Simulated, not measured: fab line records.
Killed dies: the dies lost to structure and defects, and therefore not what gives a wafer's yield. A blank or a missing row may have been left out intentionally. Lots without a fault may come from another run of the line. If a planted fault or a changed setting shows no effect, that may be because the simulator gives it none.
Matching of chambers + flow nandHarc + NHARC_A_STAIRCASE_ETCH_444 on rieDiel-12 has 4 sister chambers
The step etches the open film in C4F8/O2, target depth 20400 nm, time 6800 s. 14 wafers are shown with their chamber, then 7 later ones without.

WAFERS PAIRED WITH THEIR CHAMBERS
| wafer  | chamber | rfVppV (V) | oesProductAu (a.u.) |
|--------|---------|------------|---------------------|
| L158.2 | 0       | 800        | 0.948               |
| L158.4 | 1       | 805        | 0.931               |
| L158.5 | 2       | 803        | 0.965               |
| L161.4 | 1       | 805        | 0.956               |
| L161.5 | 0       | 798        | 0.981               |
| L161.6 | 3       | 803        | 0.980               |
| L162.1 | 1       | 803        | 0.918               |
| L162.4 | 3       | 803        | 0.932               |
| L162.5 | 3       | 803        | 0.931               |
| L164.2 | 3       | 804        | 0.930               |
| L164.3 | 0       | 800        | 0.933               |
| L164.4 | 2       | 805        | 0.924               |
| L173.1 | 1       | 802        | 0.921               |
| L173.3 | 2       | 805        | 0.932               |

SIGNATURES (averages over the wafers above)
| reading      | chamber 0 | chamber 1 | chamber 2 | chamber 3 | scatter within a chamber |
|--------------|-----------|-----------|-----------|-----------|--------------------------|
| rfVppV       | 799.33    | 803.75    | 804.33    | 803.25    | 1.13                     |
| oesProductAu | 0.95400   | 0.93150   | 0.94033   | 0.94325   | 0.022                    |
Rule: for each reading, subtract the chamber's mean from the wafer's reading, divide by that reading's scatter and square the result; add these up over the readings and take the root, which gives the wafer's distance from the chamber. If the next closest chamber is less than 2 further off than the closest, the wafer can't be placed; otherwise it belongs to the closest. How the scatter is found: for the shown wafers, subtract from each reading the mean of its chamber, square and add these, divide the total by (wafers less chambers), then take the root.

WAFERS WITH NO CHAMBER GIVEN
| wafer  | rfVppV (V) | oesProductAu (a.u.) |
|--------|------------|---------------------|
| L173.5 | 800        | 0.914               |
| L174.4 | 802        | 0.992               |
| L174.1 | 802        | 0.982               |
| L174.5 | 803        | 0.992               |
| L176.1 | 803        | 0.983               |
| L176.2 | 815        | 0.959               |
| L176.3 | 803        | 0.962               |

EACH ONE'S CHAMBER
| wafer  | from the rows above               | in truth |
|--------|-----------------------------------|----------|
| L173.5 | can't be placed: 0 or 3 or 1      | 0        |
| L174.4 | can't be placed: 3 or 0 or 2 or 1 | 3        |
| L174.1 | can't be placed: 3 or 0 or 1 or 2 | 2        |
| L174.5 | can't be placed: 3 or 2 or 1 or 0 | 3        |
| L176.1 | can't be placed: 3 or 2 or 1 or 0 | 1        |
| L176.2 | can't be placed: 2 or 1 or 3      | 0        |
| L176.3 | can't be placed: 3 or 2 or 1      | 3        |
Placed correctly: 0 of 7. Cannot be placed on the basis of these rows: 7; the candidates contain the true chamber in 6. Placed wrongly: 0.
